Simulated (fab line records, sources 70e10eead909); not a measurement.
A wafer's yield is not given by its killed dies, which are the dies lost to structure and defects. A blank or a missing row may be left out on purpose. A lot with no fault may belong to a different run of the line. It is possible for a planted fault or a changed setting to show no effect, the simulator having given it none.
Which of the tools did it?    flow nand harc    24 lots, 72 wafers sampled, at 5 steps of a route of 1302

WHAT THE GAUGES SHOWED, per wafer
NHARC_P_ZERO_WELL_CD_MEAS_37 targets a cd of 720 nm. Usual: cd nm at 719.3 nm, with a standard deviation of 1.5.
lot   measured      on         cd nm (nm)         flag
L074  day 1 23:59   cd sem-02  718.7 720.6 720.3  
L075  day 2 11:08   cd sem-03  720.2 721.2 721.7  
L076  day 2 20:07   cd sem-03  718.1 717.8 717.4  
L077  day 3 05:58   cd sem-03  718.3 718.1 718.4  
L078  day 3 16:07   cd sem-01  720.1 719.2 718.7  
L079  day 4 02:08   cd sem-02  717.3 716.4 716.0  
L080  day 4 11:58   cd sem-03  718.4 720.1 719.6  
L081  day 4 22:00   cd sem-01  714.5 717.2 716.4  
L082  day 5 08:13   cd sem-01  719.2 717.6 720.3  
L083  day 5 18:06   cd sem-02  720.1 719.4 720.1  
L084  day 6 04:10   cd sem-02  721.5 722.3 720.2  
L085  day 6 14:08   cd sem-03  720.0 718.2 716.7  
L086  day 7 00:08   cd sem-02  718.6 719.5 718.1  
L087  day 7 10:29   cd sem-01  718.8 719.4 718.6  
L088  day 7 19:59   cd sem-01  720.1 719.0 718.0  
L089  day 8 06:15   cd sem-02  718.4 717.8 718.8  
L090  day 8 16:39   cd sem-01  721.9 720.3 720.2  
L091  day 9 02:22   cd sem-03  721.3 720.8 721.2  
L092  day 9 12:14   cd sem-03  721.0 720.9 720.7  
L093  day 9 23:23   cd sem-02  720.4 719.0 719.2  
L094  day 10 12:10  cd sem-01  715.5 717.9 717.9  
L095  day 10 18:13  cd sem-03  721.1 720.2 720.5  
L096  day 11 04:16  cd sem-01  720.7 720.3 719.8  
L097  day 11 13:58  cd sem-01  718.6 719.3 720.3  

NHARC_P_ZERO_WELL_CD_MEAS_52 targets a cd of 2000 nm. Usual: cd nm at 2000.0 nm, with a standard deviation of 1.4.
lot   measured      on         cd nm (nm)            flag
L074  day 2 01:31   cd sem-02  1999.6 1999.2 2000.4  
L075  day 2 12:48   cd sem-01  2001.1 1999.7 1999.2  
L076  day 2 21:46   cd sem-02  2001.7 1999.4 1998.9  
L077  day 3 07:37   cd sem-01  1999.3 1999.1 2000.0  
L078  day 3 17:38   cd sem-01  2001.0 2000.3 2000.5  
L079  day 4 03:51   cd sem-03  1999.6 2001.1 2000.4  
L080  day 4 13:36   cd sem-03  1999.0 1999.6 1998.5  
L081  day 4 23:31   cd sem-02  2002.3 2001.5 2002.0  
L082  day 5 09:52   cd sem-01  1999.7 1999.1 1999.5  
L083  day 5 19:44   cd sem-03  2001.2 2000.8 1999.7  
L084  day 6 05:49   cd sem-02  1999.2 1999.2 1999.8  
L085  day 6 15:55   cd sem-02  2000.7 2000.6 2000.9  
L086  day 7 01:51   cd sem-01  2003.0 2003.6 2002.8  
L087  day 7 12:08   cd sem-01  1997.6 1998.4 1998.5  
L088  day 8 00:09   cd sem-03  1999.1 2001.2 2000.9  
L089  day 8 07:46   cd sem-03  2000.3 1999.7 1998.5  
L090  day 8 18:17   cd sem-03  1999.7 1998.3 1998.5  
L091  day 9 03:52   cd sem-01  2001.9 2001.2 2001.0  
L092  day 9 13:52   cd sem-01  2000.6 1999.0 2002.1  
L093  day 10 00:53  cd sem-03  1999.3 2001.0 1999.7  
L094  day 10 13:52  cd sem-02  2000.2 1998.2 1999.8  
L095  day 10 19:50  cd sem-01  2000.6 2001.2 2000.0  
L096  day 11 05:53  cd sem-03  1997.8 1999.1 1999.4  
L097  day 11 15:35  cd sem-03  1997.3 2000.0 2000.2  

NHARC_P_GATE_CD_MEAS_46 targets a cd of 720 nm. Usual: cd nm at 719.4 nm, with a standard deviation of 1.5.
lot   measured      on         cd nm (nm)         flag
L074  day 5 20:15   cd sem-03  717.4 718.8 717.9  
L075  day 6 03:02   cd sem-03  716.9 717.9 717.8  
L076  day 6 09:57   cd sem-01  717.8 717.3 716.2  
L077  day 6 19:29   cd sem-03  717.4 718.4 719.2  
L078  day 6 23:11   cd sem-02  718.0 721.0 720.5  
L079  day 7 17:26   cd sem-03  720.7 719.3 720.3  
L080  day 7 23:31   cd sem-03  717.9 718.9 719.6  
L081  day 8 15:40   cd sem-02  719.4 718.9 719.7  
L082  day 8 17:23   cd sem-03  718.4 718.2 719.1  
L083  day 9 06:27   cd sem-03  718.7 721.1 719.9  
L084  day 9 17:23   cd sem-02  719.2 719.4 720.2  
L085  day 10 08:42  cd sem-03  718.1 718.7 718.7  
L086  day 10 11:38  cd sem-01  719.7 718.7 718.9  
L087  day 11 11:20  cd sem-01  719.8 719.9 720.2  
L088  day 11 11:40  cd sem-02  719.6 721.2 718.0  
L089  day 11 11:31  cd sem-03  723.3 721.6 722.3  
L090  day 12 04:25  cd sem-03  718.3 718.6 718.9  
L091  day 12 11:01  cd sem-01  718.4 719.1 718.0  
L092  day 12 22:40  cd sem-01  718.6 720.6 720.7  
L093  day 13 08:08  cd sem-01  719.6 719.5 720.0  
L094  day 13 22:02  cd sem-01  721.4 721.2 720.1  
L095  day 14 05:35  cd sem-01  720.7 719.9 721.6  
L096  day 14 16:06  cd sem-01  721.0 720.2 720.7  
L097  day 15 03:29  cd sem-03  721.0 719.5 717.9  

NHARC_P_CONTACT_INSPECT_14. Usual: raw defect count at 4.1, with a standard deviation of 2.6.
lot   measured      on                 raw defect count  flag
L074  day 6 04:40   defect inspect-02  1 4 6             
L075  day 6 11:20   defect inspect-02  4 2 4             
L076  day 6 18:14   defect inspect-01  7 6 5             
L077  day 7 03:50   defect inspect-01  2 7 7             
L078  day 7 07:24   defect inspect-02  5 3 8             
L079  day 8 02:02   defect inspect-01  1 1 2             
L080  day 8 07:56   defect inspect-01  3 3 4             
L081  day 9 00:07   defect inspect-01  4 5 3             
L082  day 9 01:49   defect inspect-01  3 1 4             
L083  day 9 14:27   defect inspect-02  4 3 1             
L084  day 10 01:38  defect inspect-02  3 2 2             
L085  day 10 16:48  defect inspect-01  4 6 9             
L086  day 10 19:47  defect inspect-02  4 2 5             
L087  day 11 19:35  defect inspect-01  6 4 10            
L088  day 11 21:20  defect inspect-01  9 11 6            
L089  day 11 20:32  defect inspect-02  2 5 7             
L090  day 12 12:34  defect inspect-02  7 6 7             
L091  day 12 19:17  defect inspect-02  3 2 5             
L092  day 13 06:50  defect inspect-01  4 3 4             
L093  day 13 16:10  defect inspect-02  7 3 1             
L094  day 14 06:05  defect inspect-02  3 3 3             
L095  day 14 13:44  defect inspect-01  2 4 5             
L096  day 15 00:08  defect inspect-01  3 2 1             
L097  day 15 11:32  defect inspect-02  3 4 6             

WHICH TOOL RAN EACH LOT (tool, then ch and the chambers of the sampled wafers, then the start)
lot   NHARC_P_CONTACT_CMP_01
L074  cmp-03 ch 1,2, day 6 03:40
L075  cmp-01 ch 0,1,3, day 6 10:26
L076  cmp-01 ch 0,1,2, day 6 17:19
L077  cmp-03 ch 0,2,3, day 7 02:56
L078  cmp-04 ch 1,3, day 7 06:26
L079  cmp-03 ch 0,1,3, day 8 01:07
L080  cmp-04 ch 2,3, day 8 07:05
L081  cmp-04 ch 0,1,2, day 8 23:11
L082  cmp-01 ch 0,2,3, day 9 00:52
L083  cmp-04 ch 0,3, day 9 13:29
L084  cmp-03 ch 0,1, day 10 00:47
L085  cmp-04 ch 0,1,2, day 10 15:58
L086  cmp-03 ch 1,2,3, day 10 18:58
L087  cmp-03 ch 0,2, day 11 18:45
L088  cmp-01 ch 0,3, day 11 20:22
L089  cmp-03 ch 0,1,2, day 11 19:36
L090  cmp-04 ch 1,2, day 12 11:38
L091  cmp-04 ch 0,2,3, day 12 18:21
L092  cmp-04 ch 1,2,3, day 13 05:53
L093  cmp-04 ch 0,2,3, day 13 15:20
L094  cmp-04 ch 1,2, day 14 05:10
L095  cmp-03 ch 0,1,2, day 14 12:46
L096  cmp-03 ch 1,2,3, day 14 23:21
L097  cmp-01 ch 1,3, day 15 10:43
- NHARC_P_CONTACT_CMP_01: polishes SiO2, target thk 200 nm.

AS READ BY THE TOOLS THEMSELVES (means over the sampled wafers that have a number; for cases with no such wafer, the mark the record gives instead)
NHARC_P_CONTACT_CMP_01. Usual: motor current A at 12.3 A, with a standard deviation of 0.83.
lot   tool    motor current A (A)  flag
L074  cmp-03  12.7                 
L075  cmp-01  12.5                 
L076  cmp-01  12.8                 
L077  cmp-03  12.8                 
L078  cmp-04  11.7                 
L079  cmp-03  12.3                 
L080  cmp-04  12.1                 
L081  cmp-04  12.3                 
L082  cmp-01  12.7                 
L083  cmp-04  11.3                 
L084  cmp-03  11.9                 
L085  cmp-04  12.1                 
L086  cmp-03  12.8                 
L087  cmp-03  12.9                 
L088  cmp-01  11.6                 
L089  cmp-03  12.9                 
L090  cmp-04  12.7                 
L091  cmp-04  11.7                 
L092  cmp-04  12.3                 
L093  cmp-04  11.8                 
L094  cmp-04  12.7                 
L095  cmp-03  12.6                 
L096  cmp-03  12.2                 
L097  cmp-01  12.3                 

THE ANSWER, worked out from the rows above alone
Rule: a lot is off if the mean of its wafers that have a number lies more than 3 standard deviations from the usual mean. A lot without any number at a reading at which 4 lots or more have one is off too. All remaining lots with rows at the step are treated as sound. First the gauges in route order, then the tools' own readings, where a lot's mean is used as printed above. At the first step where some lot is off, the reading lying furthest off is the one used; lots without a number count as furthest.
No lot is off at any reading shown: from this, nothing can be told.

WHAT THE SIMULATOR HAD INSERTED
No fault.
